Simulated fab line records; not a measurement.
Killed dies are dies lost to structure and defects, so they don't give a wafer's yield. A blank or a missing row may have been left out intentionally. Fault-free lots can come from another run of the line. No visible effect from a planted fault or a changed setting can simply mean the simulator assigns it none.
Chamber matching -- flow n5_finfet -- N5_HKMG_FIN_ETCH_67 on rie_diel-06: 4 sister chambers
The step etches SOC in N2/H2, stops on TiN, target depth 388.9 nm. 4 wafers are shown with their chamber, then 12 later ones without.

== EACH WAFER AND ITS CHAMBER ==
wafer,chamber,showerhead_plenum_p_Torr (Torr)
L085.5,3,2.44
L089.1,0,2.49
L090.5,2,2.49
L090.6,1,2.55

== WAFERS WITHOUT THEIR CHAMBER ==
wafer,showerhead_plenum_p_Torr (Torr)
L092.2,2.54
L092.3,2.48
L092.5,2.54
L093.1,2.49
L093.3,2.54
L093.6,2.49
L095.3,2.54
L095.4,2.48
L095.5,2.43
L097.1,2.54
L097.2,2.48
L097.3,2.43

== WHICH CHAMBER EACH ONE RAN IN ==
wafer,from the rows above,in truth
L092.2,1,1
L092.3,can't be placed: 0 or 2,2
L092.5,1,1
L093.1,can't be placed: 0 or 2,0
L093.3,1,1
L093.6,can't be placed: 0 or 2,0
L095.3,1,1
L095.4,can't be placed: 0 or 2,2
L095.5,3,3
L097.1,1,1
L097.2,can't be placed: 0 or 2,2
L097.3,3,3
Correctly placed: 7 of 12. Unplaceable from these rows: 5, with the true chamber sitting among the candidates in 5. Placed wrongly: 0.
How it was worked out, from the rows above alone: a wafer's distance from a chamber is the root of the sum, over the readings, of the square of ((its reading less the chamber's mean) divided by the reading's scatter). The wafer belongs to the nearest chamber; if the next one is less than 2 further off, it can't be placed. For every chamber, the mean is computed from those of its wafers that are shown. The scatter: root of mean squared gap, hidden wafer to nearest shown wafer, with one shown wafer a chamber.
